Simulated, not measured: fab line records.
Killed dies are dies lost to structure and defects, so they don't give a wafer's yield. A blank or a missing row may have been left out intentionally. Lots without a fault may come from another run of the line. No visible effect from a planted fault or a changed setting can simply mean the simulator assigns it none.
The tool behind it: which one? + flow n5-finfet + 24 lots, 72 wafers sampled, at 6 steps of a route of 1938

WHAT EACH GAUGE READ, for each wafer
N5_BEOL_M1_RS_MEAS_58: the measuring method here is four-point-probe.
| lot  | measured     | on            | M1_RS (ohm/sq) |
|------|--------------|---------------|----------------|
| L074 | day 6 12:15  | film-metro-01 | 0.68 0.69 0.65 |
| L075 | day 7 01:12  | film-metro-01 | 0.69 0.63 0.62 |
| L076 | day 7 04:37  | film-metro-01 | 0.62 0.64 0.63 |
| L077 | day 7 04:55  | film-metro-01 | 0.67 0.67 0.71 |
| L078 | day 7 17:20  | film-metro-02 | 0.68 0.64 0.65 |
| L079 | day 7 19:39  | film-metro-02 | 0.75 0.69 0.70 |
| L080 | day 8 00:23  | film-metro-02 | 0.71 0.64 0.65 |
| L081 | day 8 05:27  | film-metro-02 | 0.73 0.72 0.71 |
| L082 | day 8 16:46  | film-metro-02 | 0.68 0.66 0.68 |
| L083 | day 8 23:25  | film-metro-01 | 0.69 0.71 0.68 |
| L084 | day 9 03:55  | film-metro-01 | 0.74 0.76 0.72 |
| L085 | day 9 07:47  | film-metro-01 | 0.71 0.67 0.66 |
| L086 | day 9 11:00  | film-metro-01 | 0.67 0.66 0.67 |
| L087 | day 9 18:19  | film-metro-02 | 0.75 0.65 0.68 |
| L088 | day 10 01:10 | film-metro-02 | 0.65 0.71 0.71 |
| L089 | day 10 06:46 | film-metro-01 | 0.61 0.63 0.63 |
| L090 | day 10 08:35 | film-metro-01 | 0.69 0.63 0.65 |
| L091 | day 11 02:11 | film-metro-02 | 0.71 0.65 0.66 |
| L092 | day 11 02:35 | film-metro-01 | 0.66 0.71 0.69 |
| L093 | day 11 05:41 | film-metro-01 | 0.69 0.71 0.63 |
| L094 | day 11 08:02 | film-metro-02 | 0.67 0.71 0.70 |
| L095 | day 11 12:43 | film-metro-02 | 0.75 0.71 0.63 |
| L096 | day 12 00:26 | film-metro-02 | 0.70 0.69 0.65 |
| L097 | day 12 07:00 | film-metro-02 | 0.66 0.62 0.61 |

N5_BEOL_M2_THK_MEAS_01.
| lot  | measured     | on            | M2_ILD_THK (nm) |
|------|--------------|---------------|-----------------|
| L074 | day 6 12:23  | film-metro-02 | 81.8 81.3 80.8  |
| L075 | day 7 01:20  | film-metro-02 | 77.8 77.8 78.9  |
| L076 | day 7 04:44  | film-metro-01 | 79.3 78.1 79.2  |
| L077 | day 7 05:03  | film-metro-01 | 80.2 80.7 80.4  |
| L078 | day 7 17:28  | film-metro-01 | 76.8 78.4 80.8  |
| L079 | day 7 19:47  | film-metro-02 | 77.9 78.7 79.5  |
| L080 | day 8 00:31  | film-metro-01 | 78.2 78.8 79.0  |
| L081 | day 8 05:35  | film-metro-01 | 78.5 78.5 79.2  |
| L082 | day 8 16:53  | film-metro-02 | 79.6 80.1 80.7  |
| L083 | day 8 23:32  | film-metro-01 | 78.0 79.1 78.9  |
| L084 | day 9 04:03  | film-metro-02 | 78.1 78.5 79.5  |
| L085 | day 9 07:55  | film-metro-02 | 80.1 80.0 80.4  |
| L086 | day 9 11:08  | film-metro-01 | 78.2 79.7 81.2  |
| L087 | day 9 18:26  | film-metro-01 | 79.2 79.9 81.7  |
| L088 | day 10 01:18 | film-metro-02 | 79.7 79.8 80.7  |
| L089 | day 10 06:55 | film-metro-01 | 80.1 80.8 80.9  |
| L090 | day 10 08:43 | film-metro-02 | 77.1 78.2 77.2  |
| L091 | day 11 02:19 | film-metro-02 | 78.5 79.7 80.4  |
| L092 | day 11 02:43 | film-metro-02 | 78.0 77.2 79.8  |
| L093 | day 11 05:49 | film-metro-01 | 77.8 79.4 80.1  |
| L094 | day 11 08:10 | film-metro-02 | 79.5 79.7 80.0  |
| L095 | day 11 12:51 | film-metro-01 | 77.0 79.1 79.6  |
| L096 | day 12 00:34 | film-metro-02 | 80.0 79.2 80.4  |
| L097 | day 12 07:08 | film-metro-01 | 79.6 79.3 81.1  |

EACH LOT AND THE TOOL THAT RAN IT (in order: tool; ch and the chambers of the sampled wafers; start)
| lot  | N5_BEOL_M1_ANNEAL_49         | N5_BEOL_M1_ANNEAL_80         | N5_BEOL_M1_ANNEAL_95         | N5_BEOL_M1_ANNEAL_51             |
|------|------------------------------|------------------------------|------------------------------|----------------------------------|
| L074 | pvd-sputter-01, day 6 09:31  | pvd-sputter-01, day 6 09:44  | pvd-sputter-01, day 6 11:04  | rtp-anneal-01 ch 0, day 6 11:32  |
| L075 | pvd-sputter-02, day 6 22:29  | pvd-sputter-02, day 6 22:42  | pvd-sputter-02, day 7 00:01  | rtp-anneal-01 ch 0, day 7 00:24  |
| L076 | pvd-sputter-03, day 7 01:53  | pvd-sputter-03, day 7 02:06  | pvd-sputter-03, day 7 03:25  | rtp-anneal-02 ch 0, day 7 03:45  |
| L077 | pvd-sputter-02, day 7 01:55  | pvd-sputter-02, day 7 02:08  | pvd-sputter-02, day 7 03:28  | rtp-anneal-01 ch 0, day 7 03:53  |
| L078 | pvd-sputter-03, day 7 14:37  | pvd-sputter-03, day 7 14:50  | pvd-sputter-03, day 7 16:09  | rtp-anneal-01 ch 0, day 7 16:29  |
| L079 | pvd-sputter-01, day 7 16:55  | pvd-sputter-01, day 7 17:08  | pvd-sputter-01, day 7 18:28  | rtp-anneal-02 ch 0, day 7 18:50  |
| L080 | pvd-sputter-02, day 7 21:40  | pvd-sputter-02, day 7 21:53  | pvd-sputter-02, day 7 23:13  | rtp-anneal-01 ch 0, day 7 23:32  |
| L081 | pvd-sputter-02, day 8 02:25  | pvd-sputter-02, day 8 02:38  | pvd-sputter-02, day 8 03:57  | rtp-anneal-02 ch 0, day 8 04:38  |
| L082 | pvd-sputter-02, day 8 14:02  | pvd-sputter-02, day 8 14:15  | pvd-sputter-02, day 8 15:34  | rtp-anneal-01 ch 0, day 8 15:55  |
| L083 | pvd-sputter-01, day 8 19:46  | pvd-sputter-01, day 8 19:59  | pvd-sputter-01, day 8 21:19  | rtp-anneal-02 ch 0, day 8 22:33  |
| L084 | pvd-sputter-02, day 9 01:11  | pvd-sputter-02, day 9 01:24  | pvd-sputter-02, day 9 02:43  | rtp-anneal-02 ch 0, day 9 03:04  |
| L085 | pvd-sputter-02, day 9 05:02  | pvd-sputter-02, day 9 05:16  | pvd-sputter-02, day 9 06:35  | rtp-anneal-01 ch 0, day 9 06:58  |
| L086 | pvd-sputter-03, day 9 08:16  | pvd-sputter-03, day 9 08:29  | pvd-sputter-03, day 9 09:49  | rtp-anneal-01 ch 0, day 9 10:09  |
| L087 | pvd-sputter-03, day 9 15:34  | pvd-sputter-03, day 9 15:47  | pvd-sputter-03, day 9 17:07  | rtp-anneal-02 ch 0, day 9 17:32  |
| L088 | pvd-sputter-02, day 9 22:19  | pvd-sputter-02, day 9 22:32  | pvd-sputter-02, day 9 23:57  | rtp-anneal-02 ch 0, day 10 00:25 |
| L089 | pvd-sputter-03, day 10 03:59 | pvd-sputter-03, day 10 04:13 | pvd-sputter-03, day 10 05:32 | rtp-anneal-02 ch 0, day 10 06:01 |
| L090 | pvd-sputter-02, day 10 05:36 | pvd-sputter-02, day 10 05:51 | pvd-sputter-02, day 10 07:20 | rtp-anneal-01 ch 0, day 10 07:47 |
| L091 | pvd-sputter-01, day 10 23:27 | pvd-sputter-01, day 10 23:40 | pvd-sputter-01, day 11 00:59 | rtp-anneal-01 ch 0, day 11 01:20 |
| L092 | pvd-sputter-02, day 10 23:46 | pvd-sputter-02, day 10 23:59 | pvd-sputter-02, day 11 01:19 | rtp-anneal-02 ch 0, day 11 01:43 |
| L093 | pvd-sputter-01, day 11 02:38 | pvd-sputter-01, day 11 02:51 | pvd-sputter-01, day 11 04:10 | rtp-anneal-01 ch 0, day 11 04:33 |
| L094 | pvd-sputter-01, day 11 05:19 | pvd-sputter-01, day 11 05:32 | pvd-sputter-01, day 11 06:51 | rtp-anneal-02 ch 0, day 11 07:11 |
| L095 | pvd-sputter-01, day 11 09:58 | pvd-sputter-01, day 11 10:11 | pvd-sputter-01, day 11 11:31 | rtp-anneal-01 ch 0, day 11 11:50 |
| L096 | pvd-sputter-03, day 11 21:43 | pvd-sputter-03, day 11 21:56 | pvd-sputter-03, day 11 23:15 | rtp-anneal-02 ch 0, day 11 23:35 |
| L097 | pvd-sputter-02, day 12 04:16 | pvd-sputter-02, day 12 04:29 | pvd-sputter-02, day 12 05:49 | rtp-anneal-01 ch 0, day 12 06:09 |
- N5_BEOL_M1_ANNEAL_49: time 240 s.
- N5_BEOL_M1_ANNEAL_80: time 240 s.
- N5_BEOL_M1_ANNEAL_95: time 240 s.
- N5_BEOL_M1_ANNEAL_51: time 90 s.

AS READ BY THE TOOLS THEMSELVES (means over the sampled wafers that have a number; for cases with no such wafer, the mark the record gives instead)
N5_BEOL_M1_ANNEAL_49.
| lot  | tool           | heater-power-w (W) |
|------|----------------|--------------------|
| L074 | pvd-sputter-01 | 880                |
| L075 | pvd-sputter-02 | 833                |
| L076 | pvd-sputter-03 | 741                |
| L077 | pvd-sputter-02 | 819                |
| L078 | pvd-sputter-03 | 799                |
| L079 | pvd-sputter-01 | 811                |
| L080 | pvd-sputter-02 | 860                |
| L081 | pvd-sputter-02 | 821                |
| L082 | pvd-sputter-02 | 834                |
| L083 | pvd-sputter-01 | 817                |
| L084 | pvd-sputter-02 | 843                |
| L085 | pvd-sputter-02 | 848                |
| L086 | pvd-sputter-03 | 770                |
| L087 | pvd-sputter-03 | 845                |
| L088 | pvd-sputter-02 | 873                |
| L089 | pvd-sputter-03 | 762                |
| L090 | pvd-sputter-02 | 819                |
| L091 | pvd-sputter-01 | 815                |
| L092 | pvd-sputter-02 | 847                |
| L093 | pvd-sputter-01 | 879                |
| L094 | pvd-sputter-01 | 755                |
| L095 | pvd-sputter-01 | 879                |
| L096 | pvd-sputter-03 | 745                |
| L097 | pvd-sputter-02 | 813                |

N5_BEOL_M1_ANNEAL_80.
| lot  | tool           | heater-power-w (W) |
|------|----------------|--------------------|
| L074 | pvd-sputter-01 | 876                |
| L075 | pvd-sputter-02 | 837                |
| L076 | pvd-sputter-03 | 731                |
| L077 | pvd-sputter-02 | 818                |
| L078 | pvd-sputter-03 | 813                |
| L079 | pvd-sputter-01 | 815                |
| L080 | pvd-sputter-02 | 849                |
| L081 | pvd-sputter-02 | 825                |
| L082 | pvd-sputter-02 | 817                |
| L083 | pvd-sputter-01 | 827                |
| L084 | pvd-sputter-02 | 824                |
| L085 | pvd-sputter-02 | 837                |
| L086 | pvd-sputter-03 | 775                |
| L087 | pvd-sputter-03 | 825                |
| L088 | pvd-sputter-02 | 865                |
| L089 | pvd-sputter-03 | 745                |
| L090 | pvd-sputter-02 | 818                |
| L091 | pvd-sputter-01 | 816                |
| L092 | pvd-sputter-02 | 841                |
| L093 | pvd-sputter-01 | 882                |
| L094 | pvd-sputter-01 | 770                |
| L095 | pvd-sputter-01 | 884                |
| L096 | pvd-sputter-03 | 765                |
| L097 | pvd-sputter-02 | 809                |

N5_BEOL_M1_ANNEAL_95.
| lot  | tool           | heater-power-w (W) |
|------|----------------|--------------------|
| L074 | pvd-sputter-01 | 872                |
| L075 | pvd-sputter-02 | 854                |
| L076 | pvd-sputter-03 | 742                |
| L077 | pvd-sputter-02 | 809                |
| L078 | pvd-sputter-03 | 800                |
| L079 | pvd-sputter-01 | 824                |
| L080 | pvd-sputter-02 | 855                |
| L081 | pvd-sputter-02 | 820                |
| L082 | pvd-sputter-02 | 842                |
| L083 | pvd-sputter-01 | 820                |
| L084 | pvd-sputter-02 | 833                |
| L085 | pvd-sputter-02 | 846                |
| L086 | pvd-sputter-03 | 784                |
| L087 | pvd-sputter-03 | 821                |
| L088 | pvd-sputter-02 | 871                |
| L089 | pvd-sputter-03 | 764                |
| L090 | pvd-sputter-02 | 812                |
| L091 | pvd-sputter-01 | 813                |
| L092 | pvd-sputter-02 | 851                |
| L093 | pvd-sputter-01 | 881                |
| L094 | pvd-sputter-01 | 762                |
| L095 | pvd-sputter-01 | 880                |
| L096 | pvd-sputter-03 | 754                |
| L097 | pvd-sputter-02 | 807                |

N5_BEOL_M1_ANNEAL_51.
| lot  | tool          | wafer_temp_C_max |
|------|---------------|------------------|
| L074 | rtp-anneal-01 | 225.51           |
| L075 | rtp-anneal-01 | 225.61           |
| L076 | rtp-anneal-02 | 225.77           |
| L077 | rtp-anneal-01 | 225.63           |
| L078 | rtp-anneal-01 | 225.63           |
| L079 | rtp-anneal-02 | 225.62           |
| L080 | rtp-anneal-01 | 225.96           |
| L081 | rtp-anneal-02 | 225.77           |
| L082 | rtp-anneal-01 | 225.55           |
| L083 | rtp-anneal-02 | 225.78           |
| L084 | rtp-anneal-02 | 226.18           |
| L085 | rtp-anneal-01 | 225.71           |
| L086 | rtp-anneal-01 | 225.51           |
| L087 | rtp-anneal-02 | 225.80           |
| L088 | rtp-anneal-02 | 225.78           |
| L089 | rtp-anneal-02 | 225.74           |
| L090 | rtp-anneal-01 | 225.53           |
| L091 | rtp-anneal-01 | 225.64           |
| L092 | rtp-anneal-02 | 226.00           |
| L093 | rtp-anneal-01 | 225.84           |
| L094 | rtp-anneal-02 | 225.77           |
| L095 | rtp-anneal-01 | 225.68           |
| L096 | rtp-anneal-02 | 225.94           |
| L097 | rtp-anneal-01 | 225.64           |

THE ANSWER, worked out from the rows above alone
Rule: the usual values come from the lots themselves. The widest of any qualifying gaps counts: lots, ordered by their means at a reading, are off when they make up no more than a third of the lots, leave a main group of 4 or more, and stand apart from it by 3 or more times the standard deviation of that group's means. A main group is skipped when, at the precision printed for the reading in the tables above, its means are all equal. Also off: a lot with no number at a reading for which 4 or more lots have one. The other lots that the step has rows for count as sound. Order of review: gauges by route order, followed by the tools' own readings, for which a lot's mean as printed above is used. At the first step where some lot is off, the reading lying furthest off is the one used; lots without a number count as furthest.
Across all readings shown, no lot is off: no conclusion can be drawn from this.

WHAT WAS PUT IN BY THE SIMULATOR
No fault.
